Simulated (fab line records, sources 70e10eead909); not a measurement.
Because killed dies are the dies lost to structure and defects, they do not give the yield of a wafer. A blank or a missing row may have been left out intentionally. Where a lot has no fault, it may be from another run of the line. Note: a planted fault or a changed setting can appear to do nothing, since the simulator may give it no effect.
fab line records	flow nand_harc
[record] lots = 12	wafers = 36	last_day = 33
route steps=1302 shown A_WL_FILL@953 A_CONTACT@983 END@1302
lots untouched by any fault: they come from a run of this same line in which no faults occurred
start_h: hours from the record's opening day to when the first of the lot's shown wafers began	wait_h: time in hours since the lot's previous step	" identical to the entry in the row above	L1.1+2: a single row standing in for several wafers	- no value, or no start given	* or withheld: withheld	< > ~ a bound
route shown NAME@n: a module of which the file shows steps, and the number in the route of the first	usual: mean/standard deviation taken from wafers without a fault	same: alike in all rows	chamber/n: place in a boat	sites: per-site readings	_std_site: their standard deviation	_edge_site: inner sites' mean taken away from outer sites' mean	radius_mm: for every site, how far away it sits from the centre of the wafer	mask NAME#n: copy n	behind: tool/chamber where the wafer was last shaped	hold: why the lot went on hold/how many hours it stayed there/how the hold came to an end	device: which transistor (n, p or np) failed to switch	end of line: the tests these same wafers got at the end of their route	a step without rows: its recipe alone	killed: dies that structure and defects cost at the first sort, which is not the same as the wafer's yield	map: a wafer's dies, marking killed ones x, the rest . and places with no die _
set.NAME: setting as actually run; set.NAME@STEP: the setting as run at that earlier step	model.NAME: the simulator's own value behind a step, which no gauge read
steps of the route over a sample of lots; a table a step, a row a wafer
services: a tool's chamber out of use, with start hour (start_h, from the record's first day; less than 0 if before it), hours out, and reason
[[steps]]
[step NHARC_A_WL_FILL_RTA_01]
[recipe] temp_c = 1000	time_s = 5
[usual] lamp_power_pct = 28.2/0.44	lamp_zone_5_pct = 28.2/0.44	wafer_temp_C_max = 1006.0/2
lot.wafer	tool	chamber	start_h	wait_h	lamp_power_pct	lamp_zone_5_pct	wafer_temp_C_max
L808.3	rtp_anneal-02	0	481.30	-	28.7	28.7	1004.7
L808.4	"	0	"	"	28.8	28.7	1005.5
L808.5	"	0	"	"	28.7	28.7	1003.9
L809.2	rtp_anneal-01	0	489.33	-	27.8	27.8	1007.5
L809.3	"	0	"	"	27.8	27.9	1006.5
L809.6	"	0	"	"	27.8	27.8	1007.8
L811.2	rtp_anneal-01	0	502.02	-	27.8	27.8	1007.2
L811.4	"	0	"	"	27.9	27.9	1007.4
L811.6	"	0	"	"	27.8	27.8	1010.0
L813.4	rtp_anneal-02	0	532.89	-	28.7	28.7	1005.4
L813.5	"	0	"	"	28.7	28.7	1004.6
L813.6	"	0	"	"	28.7	28.7	1004.0
L814.1	rtp_anneal-01	0	540.00	-	27.9	27.9	1009.6
L814.2	"	0	"	"	27.8	27.8	1008.4
L814.5	"	0	"	"	27.8	27.9	1007.2
L815.1	rtp_anneal-01	0	560.24	-	27.8	27.8	1006.4
L815.4	"	0	"	"	27.9	27.8	1005.6
L815.5	"	0	"	"	27.8	27.9	1005.7
L817.1	rtp_anneal-01	0	567.98	-	27.8	27.8	1008.2
L817.3	"	0	"	"	27.8	27.8	1009.3
L817.5	"	0	"	"	27.8	27.8	1006.4
L818.1	rtp_anneal-01	0	586.22	-	27.8	27.8	1006.6
L818.2	"	0	"	"	27.8	27.8	1010.9
L818.5	"	0	"	"	27.9	27.8	1007.8
L821.1	rtp_anneal-02	0	602.98	-	28.8	28.7	1004.2
L821.2	"	0	"	"	28.8	28.7	1004.8
L821.6	"	0	"	"	28.7	28.7	1003.6
L823.3	rtp_anneal-02	0	614.21	-	28.7	28.7	1003.9
L823.5	"	0	"	"	28.7	28.7	1004.8
L823.6	"	0	"	"	28.7	28.8	1004.7
L826.2	rtp_anneal-02	0	634.50	-	28.7	28.7	1004.0
L826.5	"	0	"	"	28.7	28.7	1003.2
L826.6	"	0	"	"	28.7	28.7	1004.2
L830.2	rtp_anneal-01	0	686.46	-	27.8	27.8	1006.5
L830.3	"	0	"	"	27.9	27.8	1009.4
L830.5	"	0	"	"	27.9	27.9	1006.3
[step NHARC_A_WL_FILL_ETCHBACK_05]
[recipe] target_depth_a = 220	time_s = 60	temp_c = 40	chemistry = Cl2/BCl3
[usual] chamber_pressure_mTorr = 9.999/0.0082	drypump_motor_current_A = 5.9/0.55	oes_product_au = 1.000/0.0082
lot.wafer	tool	chamber	start_h	wait_h	chamber_pressure_mTorr	drypump_motor_current_A	oes_product_au	rf_hours_counter_h
L808.4	rie_metal-02	1	482.54	0.2	10.011	5.3	1.006	-
L808.3	"	0	"	"	10.009	6.5	1.003	-
L808.5	"	1	"	"	9.999	5.3	1.006	-
L809.2	rie_metal-03	0	490.57	0.2	9.997	6.5	0.994	2.6
L809.3	"	1	"	"	9.999	5.2	1.015	-
L809.6	"	1	"	"	9.984	5.1	0.998	-
L811.2	rie_metal-03	1	503.26	0.2	9.995	5.1	0.993	2.9
L811.4	"	1	"	"	9.988	5.1	0.987	-
L811.6	"	1	"	"	9.988	5.1	0.996	-
L813.4	rie_metal-02	0	534.08	0.2	9.989	6.5	1.006	-
L813.5	"	0	"	"	9.999	6.5	1.011	-
L813.6	"	1	"	"	9.988	5.3	1.019	-
L814.1	rie_metal-01	0	541.26	0.2	10.007	6.2	1.002	2.5
L814.2	"	1	"	"	10.005	5.8	0.991	2.6
L814.5	"	1	"	"	9.997	5.8	0.999	-
L815.1	rie_metal-02	1	561.51	0.2	10.000	5.3	1.016	1.4
L815.4	"	0	"	"	9.992	6.5	1.010	-
L815.5	"	0	"	"	10.000	6.5	1.010	-
L817.1	rie_metal-03	0	569.26	0.2	9.990	6.5	1.004	0.5
L817.3	"	1	"	"	9.999	5.2	1.004	-
L817.5	"	1	"	"	9.995	5.2	0.997	-
L818.1	rie_metal-02	0	587.50	0.2	9.980	6.5	1.012	2.2
L818.2	"	1	"	"	9.998	5.3	1.007	2.2
L818.5	"	1	"	"	9.983	5.3	1.018	-
L821.1	rie_metal-02	0	604.24	0.2	9.993	6.5	1.002	2.5
L821.2	"	1	"	"	10.010	5.3	1.006	2.5
L821.6	"	1	"	"	9.997	5.3	1.017	-
L823.3	rie_metal-02	1	615.46	0.2	9.990	5.3	1.008	-
L823.5	"	0	"	"	9.997	6.5	1.001	-
L823.6	"	1	"	"	10.003	5.3	1.005	-
L826.2	rie_metal-03	1	635.83	0.2	9.993	5.2	1.000	2.0
L826.5	"	0	"	"	9.996	6.5	0.997	-
L826.6	"	1	"	"	9.991	5.1	1.001	-
L830.2	rie_metal-03	0	687.70	0.2	9.986	6.5	1.003	3.2
L830.3	"	1	"	"	10.008	5.1	1.001	-
L830.5	"	1	"	"	10.007	5.1	1.000	-
[step NHARC_A_WL_FILL_CVD_20]
[recipe] target_thk_a = 1000	temp_c = 400	pressure_torr = 40	wf6_flow_sccm = 40	h2_flow_sccm = 1600	ar_flow_sccm = 1560	time_s = 74	material = W
[usual] heater_power_w = 859/65	mfc_ar_sccm = 1560/4.4	throttle_valve_pct = 7.89/0.23
lot.wafer	tool	chamber	start_h	wait_h	heater_power_w	mfc_ar_sccm	throttle_valve_pct
L808.3	cvd_w-01	0	-	-	920	1562	7.76
L808.4	"	1	"	"	929	1556	7.70
L808.5	"	1	"	"	930	1559	7.75
L809.2	cvd_w-02	1	-	-	820	1559	7.73
L809.3	"	0	"	"	796	1561	8.07
L809.6	"	1	"	"	842	1558	7.97
L811.2	cvd_w-01	1	-	-	906	1559	7.99
L811.4	"	0	"	"	925	1570	7.89
L811.6	"	1	"	"	948	1561	7.80
L813.4	cvd_w-02	0	-	-	781	1560	8.10
L813.6	"	0	"	"	773	1565	8.19
L813.5	"	1	"	"	813	1562	7.88
L814.2	cvd_w-02	0	-	-	769	1560	8.18
L814.1	"	1	"	"	869	1556	7.84
L814.5	"	1	"	"	837	1557	8.08
L815.1	cvd_w-02	1	-	-	836	1563	8.00
L815.4	"	0	"	"	769	1550	7.90
L815.5	"	0	"	"	772	1547	8.23
L817.1	cvd_w-01	1	-	-	915	1557	7.93
L817.3	"	1	"	"	921	1557	7.74
L817.5	"	0	"	"	851	1556	7.44
L818.1	cvd_w-01	1	-	-	930	1555	7.83
L818.2	"	0	"	"	879	1559	7.65
L818.5	"	0	"	"	872	1562	7.45
L821.2	cvd_w-02	1	-	-	834	1561	7.83
L821.1	"	0	"	"	791	1558	7.95
L821.6	"	1	"	"	818	1566	7.95
L823.3	cvd_w-01	0	-	-	863	1557	7.54
L823.5	"	0	"	"	850	1564	7.68
L823.6	"	1	"	"	925	1563	7.68
L826.2	cvd_w-01	0	-	-	881	1554	7.39
L826.5	"	1	"	"	942	1563	8.12
L826.6	"	0	"	"	885	1553	7.66
L830.2	cvd_w-01	0	-	-	869	1556	7.57
L830.3	"	1	"	"	940	1560	8.03
L830.5	"	0	"	"	892	1562	7.87
[step NHARC_A_CONTACT_DEP_24]
[recipe] target_thk_a = 5000	temp_c = 400	pressure_torr = 6.5	rf_w = 900	teos_flow_sccm = 161.4	flow_sccm = 2650	target_thk_nm = 500	gas = O2	material = SiO2
[usual] heater_power_w = 553/84	rf_fwd_power_W = 898.0/2.7	showerhead_vpp_V = 1879/69	throttle_valve_pct = 15.9/0.68
lot.wafer	tool	chamber	start_h	wait_h	heater_power_w	rf_fwd_power_W	showerhead_vpp_V	throttle_valve_pct
L808.3	pecvd-02	2	499.02	0.2	707	899.6	1897	17.3
L808.4	"	2	"	"	548	896.9	1929	17.4
L808.5	"	1	"	"	595	900.6	2042	15.9
L809.3	pecvd-03	1	507.19	0.1	494	898.9	1809	15.0
L809.2	"	2	"	"	477	899.5	1845	16.8
L809.6	"	2	"	"	492	892.8	1874	16.7
L811.2	pecvd-01	2	519.54	0.1	725	897.0	1898	16.4
L811.4	"	1	"	"	427	891.3	1886	16.5
L811.6	"	0	"	"	421	896.9	1831	15.2
L813.4	pecvd-01	0	549.71	0.3	420	896.0	1834	15.0
L813.6	"	1	"	"	497	897.5	1899	16.8
L813.5	"	2	"	"	639	896.0	1873	15.9
L814.1	pecvd-02	0	557.65	0.1	528	888.7	1806	15.2
L814.2	"	1	"	"	653	900.5	2037	16.2
L814.5	"	1	"	"	669	901.8	2023	16.2
L815.1	pecvd-03	1	579.71	0.2	500	900.0	1801	15.2
L815.4	"	2	"	"	578	900.3	1861	16.2
L815.5	"	0	"	"	577	900.6	1930	15.5
L817.1	pecvd-01	2	585.77	0.1	604	896.1	1864	16.3
L817.3	"	0	"	"	550	898.6	1814	15.2
L817.5	"	1	"	"	487	898.2	1880	16.8
L818.2	pecvd-02	2	614.43	0.1	550	896.5	1902	16.7
L818.1	"	1	"	"	686	896.3	2034	15.9
L818.5	"	2	"	"	601	898.7	1918	16.8
L821.2	pecvd-02	2	621.05	0.1	696	899.9	1907	17.2
L821.1	"	0	"	"	464	896.1	1825	15.5
L821.6	"	0	"	"	489	896.7	1813	15.1
L823.3	pecvd-02	0	632.78	0.1	414	1259.2	2131	15.9
L823.6	"	2	"	"	710	901.1	1910	17.0
L823.5	"	0	"	"	429	1255.8	2120	15.8
L826.2	pecvd-03	0	654.36	0.1	510	901.0	1937	15.5
L826.5	"	0	"	"	544	899.7	1931	15.3
L826.6	"	1	"	"	422	904.6	1794	15.2
L830.2	pecvd-01	1	704.97	0.1	499	897.5	1921	16.6
L830.3	"	2	"	"	623	894.6	1846	16.0
L830.5	"	1	"	"	519	897.2	1924	16.6
[step NHARC_END_SORT_01]
[recipe] temp_c = 25
[usual] killed_at_array = 57/24	killed_at_other = 0.7/0.94	killed_at_periphery = 3.8/2.5	killed_dies = 62/23	killed_open = 3.1/1.8	killed_short = 2.5/1.6
[same] gross_dies = 677
lot.wafer	tool	chamber	start_h	wait_h	killed_at_array	killed_at_other	killed_at_periphery	killed_dies	killed_open	killed_short
L813.4	prober-01	0	629.75	3.4	104	0	4	108	2	0
L813.5	prober-01	0	630.55	3.7	76	0	2	78	2	1
L813.6	prober-01	0	631.36	4.0	97	0	1	98	3	6
// killed by level:class
L813.4 A_CHANNEL_HOLE_D1:chamber_film_flake=34 A_SLIT:chamber_film_flake=32 A_CHANNEL_HOLE_D2:chamber_film_flake=31 P_STI:chamber_film_flake=2 P_CONTACT:chamber_film_flake=2 A_CONTACT:geometric_particle:open=1 A_M0:geometric_particle:open=1 A_CHANNEL_FILL_D1:chamber_film_flake=1
L813.5 A_SLIT:chamber_film_flake=28 A_CHANNEL_HOLE_D1:chamber_film_flake=23 A_CHANNEL_HOLE_D2:chamber_film_flake=19 A_CONTACT:chamber_film_flake=2 P_M2:geometric_particle:open=1 A_ONON_D2:geometric_particle:short=1 A_ONON_D2:geometric_particle:open=1 P_CONTACT:chamber_film_flake=1
L813.6 A_CHANNEL_HOLE_D1:chamber_film_flake=32 A_SLIT:chamber_film_flake=28 A_CHANNEL_HOLE_D2:chamber_film_flake=23 A_DECK1_JOINT:geometric_particle:short=3 A_BLC:chamber_film_flake=3 A_STAIRCASE:chamber_film_flake=2 P_M1:geometric_particle:short=1 A_DECK1_JOINT:geometric_particle:open=1
[[services]]
tool	chamber	start_h	hours	kind
rie_metal-02	0	463.00	-	clean
rie_metal-02	1	463.00	-	clean
rie_metal-02	-	470.23	0.1	repair
pecvd-03	-	483.43	2.3	repair
pecvd-01	-	492.30	13.0	pm
rie_metal-01	0	498.65	3.5	repair
rie_metal-03	-	519.00	9.0	pm
pecvd-02	2	523.95	18.8	repair
cvd_w-01	-	547.00	13.0	pm
cvd_w-01	0	547.00	13.0	vent_cycle
cvd_w-01	1	547.00	13.0	vent_cycle
pecvd-03	-	547.00	13.0	pm
cvd_w-01	0	560.00	-	clean
cvd_w-01	1	560.00	-	clean
rie_metal-03	1	561.18	2.8	repair
rie_metal-01	-	575.15	9.0	pm
rie_metal-01	0	588.34	16.4	repair
pecvd-02	-	589.44	13.0	pm
cvd_w-02	-	631.00	13.0	pm
rie_metal-02	-	631.00	9.0	pm
pecvd-01	-	657.51	0.2	repair
pecvd-01	-	673.30	13.0	pm
rie_metal-03	-	696.00	9.0	pm
pecvd-01	-	701.63	0.7	repair
[[key]]
[first_sign] step = NHARC_A_CONTACT_DEP_24	reading = rf_fwd_power_W	direction = up	sigmas = 99+	usual = *	struck = *
[effect] step = NHARC_A_CONTACT_DEP_24	reading = showerhead_vpp_V	direction = up	sigmas = 3.6	usual = 1879	struck = 2125
met_at NHARC_A_CONTACT_DEP_24
struck_lots L823
struck_wafers L823.3,L823.5
tester_left_out L823
not_acting_at NHARC_A_WL_FILL_RTA_01,NHARC_A_WL_FILL_ETCHBACK_05,NHARC_A_WL_FILL_CVD_20
onset_between 621.05 632.78
[fault] kind = process_parameter_drift	tool = pecvd-02	chamber = 0	onset_h = 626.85	steps = NHARC_A_CONTACT_DEP_24	channel = rf_w	offset = *	shape = step	end_h = 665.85	acts_in = *	stated = *
// tester_left_out: of these lots the tester's yield and bins aren't shown, on N5 and GAA mostly nor the transistor test; their killed dies are dies lost to structure and defects alone, not to doping, threshold or leakage, so they don't give the yield
